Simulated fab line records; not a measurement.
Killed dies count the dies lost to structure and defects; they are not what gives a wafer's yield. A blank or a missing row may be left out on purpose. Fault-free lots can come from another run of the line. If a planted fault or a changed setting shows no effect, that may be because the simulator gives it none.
fab line records | flow n5Finfet
record lots=10 wafers=30 lastDay=18
route steps=1938 shown BEOL_M15@1806 PASS1_DEP@1831
lots with no fault: from the same line, run without faults
startH: hours from the record's first day to the start of the lot's first wafer shown | waitH: hours elapsed since this lot's preceding step | " unchanged from the row above | L1.1+2: several wafers, shown together as one row | - no value, or no start was given | * or withheld: withheld | < > ~ a bound
route shown NAME@n: a module of which the file shows steps, and the number in the route of the first | usual: mean and standard deviation over wafers with no fault | same: alike in all rows | chamber/n: place in a boat | sites: readings site by site | _std_site: standard deviation of those values | _edge_site: outer sites' mean less inner sites' | radiusMm: how far each site lies from the wafer's centre | mask NAME#n: copy n | behind: the most recent tool/chamber to have shaped the wafer | hold: why the lot went on hold/how many hours it stayed there/how the hold came to an end | device: names the non-switching transistor (n, p or np) | end of line: the tests these same wafers got at the end of their route | for a step that has no rows: nothing shown but its recipe | killed: at the first sort, the dies lost to defects and structure; wafer yield is something else | map: dies across one wafer; x = killed, . = not, _ = none there
set.NAME: the setting the step ran with; set.NAME@STEP: the setting that earlier step ran with | model.NAME: the simulator's own value behind a step, which no gauge read
a sample of lots followed through the steps of the route, with each step as a table and each wafer as a row
services: the hour from which a tool's chamber was out of use, counted from the record's first day as startH (under 0 if before that day), plus the number of hours and why
## steps
# step N5_BEOL_M15_INSPECT_30
# recipe mode=adi inspectInstrument=macro
# usual rawDefectCount=2.1/1.4
# columns lot.wafer tool chamber startH waitH rawDefectCount
L194.2 defectInspect-01 - 248.32 0.0 1
L194.3 " - " " 5
L194.4 " - " " 3
L196.1 defectInspect-01 - 257.77 0.0 4
L196.2 " - " " 2
L196.5 " - " " 0
L199.2 defectInspect-01 - 282.21 0.0 1
L199.3 " - " " 1
L199.6 " - " " 1
L206.2 defectInspect-02 - 335.21 0.0 2
L206.3 " - " " 1
L206.6 " - " " 2
L210.2 defectInspect-02 - 349.47 0.0 1
L210.3 " - " " 1
L210.5 " - " " 1
L212.1 defectInspect-01 - 361.23 0.0 1
L212.2 " - " " 3
L212.3 " - " " 1
L214.1 defectInspect-02 - 378.11 0.0 4
L214.4 " - " " 3
L214.5 " - " " 5
L213.3 defectInspect-01 - 379.16 0.0 3
L213.5 " - " " 0
L213.6 " - " " 1
L215.2 defectInspect-01 - 403.38 0.0 0
L215.4 " - " " 4
L215.6 " - " " 0
L217.2 defectInspect-02 - 412.04 0.0 4
L217.4 " - " " 2
L217.5 " - " " 5
# step N5_BEOL_M15_STRIP_37
# recipe chemistry=O2 powerW=600 tempC=60 pressureMtorr=30 rfFrequencyHz=6e+07 biasPowerW=0 overashFraction=0.3 o2FlowSccm=225
# usual drypumpMotorCurrentA=5.9/0.33 o2FlowSccm=225.0/0.76 oesProductAu=0.81/0.086 rfVppV=3.7/0.61 showerheadPlenumPTorr=2.10/0.044 tempC=60.00/0.12 throttleValvePct=16.64/0.26
# columns lot.wafer tool chamber startH waitH drypumpMotorCurrentA o2FlowSccm oesProductAu rfHoursCounterH rfVppV showerheadPlenumPTorr tempC throttleValvePct
L194.2 rieDiel-01 2 - - 5.5 226.3 0.66 238 4.3 2.16 59.89 17.04
L194.3 " 3 " " 5.8 224.6 0.78 137 3.4 2.01 59.96 16.93
L194.4 " 3 " " 5.8 224.8 0.78 - 3.9 2.01 59.94 16.93
L196.1 rieDiel-01 0 - - 6.3 224.6 0.94 14 4.0 2.15 59.91 16.23
L196.2 " 2 " " 5.5 226.0 0.67 241 3.2 2.16 60.00 17.04
L196.5 " 2 " " 5.5 224.7 0.66 - 4.6 2.16 60.02 17.03
L199.2 rieDiel-01 3 - - 5.8 223.8 0.76 147 3.3 2.01 59.86 16.95
L199.3 " 2 " " 5.5 225.3 0.66 248 3.9 2.15 60.23 17.06
L199.6 " 3 " " 5.8 224.9 0.76 - 3.6 2.01 59.87 16.95
L206.2 rieDiel-02 2 - - 6.3 224.3 0.87 55 3.4 2.13 60.21 16.71
L206.3 " 0 " " 5.4 225.6 0.76 128 3.4 2.10 60.00 16.65
L206.6 " 0 " " 5.4 225.9 0.76 - 3.9 2.10 60.04 16.67
L210.2 rieDiel-05 2 - - 5.5 224.3 0.76 113 4.1 2.11 59.94 16.67
L210.3 " 0 " " 6.1 224.8 0.81 93 3.3 2.12 59.88 16.86
L210.5 " 1 " " 5.9 225.4 0.81 - 3.4 2.11 60.02 16.36
L212.1 rieDiel-01 0 - - 6.4 226.0 0.87 43 3.4 2.14 59.88 16.27
L212.2 " 3 " " 5.8 226.0 0.74 172 4.0 2.00 60.05 16.97
L212.3 " 1 " " 5.9 222.7 0.88 34 4.3 2.04 59.98 16.39
L214.1 rieDiel-05 3 - - 6.0 224.0 0.88 23 3.9 2.15 60.04 16.35
L214.4 " 2 " " 5.5 225.9 0.77 121 4.3 2.11 59.97 16.66
L214.5 " 1 " " 5.9 224.9 0.81 - 4.3 2.11 60.05 16.39
L213.3 rieDiel-02 1 - - 6.4 226.6 0.69 236 3.2 2.06 59.85 17.00
L213.5 " 0 " " 5.4 224.3 0.75 - 3.6 2.09 60.00 16.67
L213.6 " 1 " " 6.4 225.6 0.69 - 3.4 2.06 59.98 17.00
L215.2 rieDiel-01 0 - - 6.3 225.4 0.86 60 3.4 2.13 60.05 16.31
L215.4 " 1 " " 5.9 225.2 0.87 47 3.2 2.04 60.37 16.39
L215.6 " 2 " " 5.5 225.2 0.92 - 4.5 2.14 59.80 16.66
L217.2 rieDiel-05 2 - - 5.5 225.6 0.75 128 4.3 2.11 59.97 16.71
L217.4 " 0 " " 6.1 224.6 0.80 108 4.5 2.12 59.86 16.88
L217.5 " 0 " " 6.0 224.5 0.79 - 4.0 2.12 59.73 16.88
# step N5_BEOL_M15_CMP_49
# recipe stopOn=SiO2 tOverpolishS=4.9 downForcePsi=2 platenRpm=80 clearingPlatenDownForcePsi=2 clearingPlatenRpm=80 postCmpClean=cuAlkaline targetThkNm=850 clearingPlatenPadVelocityMS=1.5917 padVelocityMS=1.5917
# usual barrierFieldEndpointS=11.41/0.26 motorCurrentA=7.9/0.58 overpolishRunS=4.901/0.0096 platenRpm=80.00/0.052 retainingRingPressureFrac=0.999/0.0045
# same tOverpolishS=4.9
# columns lot.wafer tool chamber startH waitH barrierFieldEndpointS motorCurrentA overpolishRunS platenRpm retainingRingPressureFrac
L194.4 cmp-02 2 251.25 0.1 11.49 7.8 4.899 80.00 0.997
L194.3 " 3 " " 11.28 7.8 4.894 79.94 0.997
L194.2 " 0 " " 11.29 8.3 4.888 79.96 0.999
L196.1 cmp-01 2 262.11 0.3 11.61 8.8 4.888 80.02 0.999
L196.2 " 1 " " 11.68 8.4 4.898 79.93 1.001
L196.5 " 3 " " 11.93 6.8 4.889 79.99 0.994
L199.3 cmp-03 2 284.12 0.2 11.38 7.9 4.904 79.97 1.000
L199.2 " 0 " " 11.66 6.9 4.902 79.93 1.000
L199.6 " 1 " " 11.56 8.4 4.903 80.07 0.999
L206.3 cmp-03 2 339.09 0.2 11.31 8.2 4.904 79.89 0.998
L206.2 " 0 " " 10.83 7.1 4.886 83.21 0.990
L206.6 " 2 " " 11.50 7.6 4.898 80.04 0.997
L210.2 cmp-02 2 353.12 0.2 11.48 7.5 4.898 80.05 1.000
L210.3 " 0 " " 11.67 8.4 4.916 80.03 0.997
L210.5 " 2 " " 11.56 7.6 4.904 80.00 0.995
L212.3 cmp-02 2 364.73 0.2 11.37 7.7 4.896 79.97 1.011
L212.2 " 3 " " 11.18 7.9 4.911 79.98 0.996
L212.1 " 1 " " 11.23 7.2 4.894 80.06 0.997
L214.1 cmp-01 3 381.74 0.3 11.60 6.7 4.893 80.00 0.997
L214.4 " 0 " " 11.84 8.7 4.919 80.01 0.997
L214.5 " 3 " " 11.49 6.8 4.899 80.10 1.001
L213.3 cmp-02 2 382.76 0.3 11.15 7.8 4.901 79.92 0.999
L213.6 " 3 " " 10.68 7.9 4.902 79.98 1.004
L213.5 " 0 " " 10.91 9.0 4.894 79.95 0.990
L215.2 cmp-01 1 409.11 0.3 11.95 8.5 4.899 80.01 0.998
L215.4 " 3 " " 11.88 6.7 4.901 79.98 1.003
L215.6 " 2 " " 11.75 8.7 4.901 80.01 0.996
L217.2 cmp-01 2 416.39 0.2 11.22 8.7 4.909 80.04 0.997
L217.4 " 0 " " 11.27 8.4 4.914 80.02 1.002
L217.5 " 2 " " 11.33 9.0 4.904 80.09 1.000
# step N5_PASSIVATION_PECVD_00
# recipe material=SiO2 targetThkA=2000 tempC=400 precursor=SiH4/N2O pressureTorr=2.7 rfW=608 timeS=11.2
# usual heaterPowerW=623/110 showerheadPlenumPTorr=8.11/0.081 throttleValvePct=52/3.7
# columns lot.wafer tool chamber startH waitH heaterPowerW showerheadPlenumPTorr throttleValvePct
L194.2 pecvd-01 2 252.69 0.7 699 8.24 46
L194.3 " 1 " " 529 8.01 51
L194.4 " 2 " " 545 8.22 46
L196.1 pecvd-03 1 263.56 0.8 594 8.10 56
L196.2 " 0 " " 629 8.05 57
L196.5 " 2 " " 575 8.03 45
L199.2 pecvd-03 2 285.53 0.7 546 7.99 45
L199.3 " 0 " " 663 8.03 57
L199.6 " 0 " " 662 8.03 57
L206.2 pecvd-01 0 340.49 0.7 561 8.07 55
L206.3 " 1 " " 503 7.97 51
L206.6 " 1 " " 489 7.99 50
L210.2 pecvd-02 0 355.00 0.7 606 8.16 52
L210.3 " 1 " " 526 8.12 52
L210.5 " 0 " " 610 8.14 52
L212.1 pecvd-02 1 366.18 0.8 629 8.15 52
L212.2 " 0 " " 702 8.14 52
L212.3 " 2 " " 909 8.18 51
L214.1 pecvd-01 1 383.15 0.8 469 7.98 50
L214.4 " 0 " " 539 8.05 55
L214.5 " 1 " " 466 7.99 50
L213.3 pecvd-01 0 384.10 0.5 593 8.04 55
L213.5 " 0 " " 595 8.05 55
L213.6 " 2 " " 688 8.22 46
L215.2 pecvd-02 2 410.55 0.7 797 8.20 52
L215.4 " 2 " " 864 8.19 52
L215.6 " 1 " " 563 8.16 52
L217.2 pecvd-03 2 417.79 0.7 504 8.02 46
L217.4 " 0 " " 577 8.05 58
L217.5 " 1 " " 623 8.07 56
## services
# columns tool chamber startH hours kind
cmp-01 - 230.12 0.3 repair
pecvd-01 2 234.74 4.8 repair
pecvd-02 0 253.33 6.3 repair
cmp-01 - 277.20 1.9 repair
cmp-02 - 288.98 0.9 repair
cmp-01 - 292.69 1.4 repair
cmp-01 - 298.24 4.0 pm
pecvd-01 - 310.45 1.7 repair
rieDiel-01 0 311.36 5.4 repair
cmp-01 - 314.04 0.4 repair
pecvd-02 - 316.35 6.0 pm
rieDiel-01 - 338.55 0.3 repair
pecvd-02 1 339.08 4.0 repair
pecvd-01 0 341.60 23.7 repair
cmp-02 - 341.88 5.1 pm
cmp-01 - 347.00 11.2 pm
pecvd-02 1 355.91 9.4 repair
cmp-02 - 365.98 6.9 pm
rieDiel-01 1 377.45 5.0 repair
rieDiel-01 3 382.03 6.1 repair
rieDiel-01 2 400.15 2.8 repair
rieDiel-01 - 402.16 1.0 repair
pecvd-01 - 411.76 3.9 repair
cmp-02 - 412.72 4.0 pm
## key
firstSign step=N5_BEOL_M15_CMP_49 reading=platenRpm direction=up sigmas=62 usual=80.00 struck=83.21
effect none on later readings
metAt N5_BEOL_M15_CMP_49
struckLots L206
struckWafers L206.2
notActingAt N5_BEOL_M15_INSPECT_30,N5_BEOL_M15_STRIP_37,N5_PASSIVATION_PECVD_00
onsetBetween 284.12 339.09
fault kind=processParameterDrift tool=cmp-03 chamber=0 onsetH=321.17 steps=N5_BEOL_M15_CMP_49 channel=platenRpm offset=3.2 shape=step endH=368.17 actsIn=theseRecipesOnly stated=80
